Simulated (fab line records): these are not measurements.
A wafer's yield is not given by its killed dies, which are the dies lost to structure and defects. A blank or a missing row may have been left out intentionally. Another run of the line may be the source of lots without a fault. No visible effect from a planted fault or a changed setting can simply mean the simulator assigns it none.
Chamber matching ; flow n5 finfet ; 4 sister chambers for N5_SDB_STRIP_21 on rie diel-04
The step strips in CF4. 16 wafers are shown with their chamber, then 8 later ones without.

## EACH WAFER AND ITS CHAMBER
wafer;chamber;drypump motor current A (A);showerhead plenum p Torr (Torr);throttle valve pct (%)
L079.2;2;6.8;1.77;13.95
L079.3;3;5.8;1.79;13.47
L079.5;3;5.8;1.79;13.49
L085.3;3;5.8;1.79;13.52
L085.5;1;5.7;1.73;13.39
L085.6;0;4.9;1.73;13.47
L086.1;0;5.0;1.73;13.46
L086.4;2;6.7;1.77;13.97
L086.5;2;6.8;1.77;14.00
L089.2;1;5.7;1.73;13.40
L089.3;3;5.8;1.78;13.52
L089.5;0;5.0;1.73;13.47
L091.1;1;5.7;1.73;13.42
L091.4;0;4.9;1.73;13.48
L091.6;0;4.9;1.73;13.46
L092.2;0;4.9;1.73;13.51

SIGNATURES (averages over the wafers above)
reading;chamber 0;chamber 1;chamber 2;chamber 3;scatter within a chamber
drypump motor current A;4.933;5.700;6.767;5.800;0.0408
showerhead plenum p Torr;1.7300;1.7300;1.7700;1.7875;0.0025
throttle valve pct;13.4750;13.4033;13.9733;13.5000;0.021
Rule: for each reading, subtract the chamber's mean from the wafer's reading, divide by that reading's scatter and square the result; add these up over the readings and take the root, which gives the wafer's distance from the chamber. If the next closest chamber is less than 2 further off than the closest, the wafer can't be placed; otherwise it belongs to the closest. The scatter: take each reading less its chamber's mean, square it, sum over the shown wafers, divide by the number of wafers less the number of chambers, and take the root.

## WAFERS WITH NO CHAMBER GIVEN
wafer;drypump motor current A (A);showerhead plenum p Torr (Torr);throttle valve pct (%)
L092.3;5.7;1.73;13.40
L092.6;5.7;1.73;13.41
L093.1;5.8;1.78;13.54
L093.3;6.8;1.77;14.00
L093.5;5.8;1.78;13.53
L095.2;5.8;1.78;13.56
L095.4;5.8;1.73;13.43
L095.5;5.8;1.78;13.55

## WHICH CHAMBER EACH WENT THROUGH
wafer;from the rows above;in truth
L092.3;1;1
L092.6;1;1
L093.1;3;3
L093.3;2;2
L093.5;3;3
L095.2;3;3
L095.4;1;1
L095.5;3;3
Placed correctly: 8 of 8. Number that these rows cannot place: 0. 0 placed wrongly.
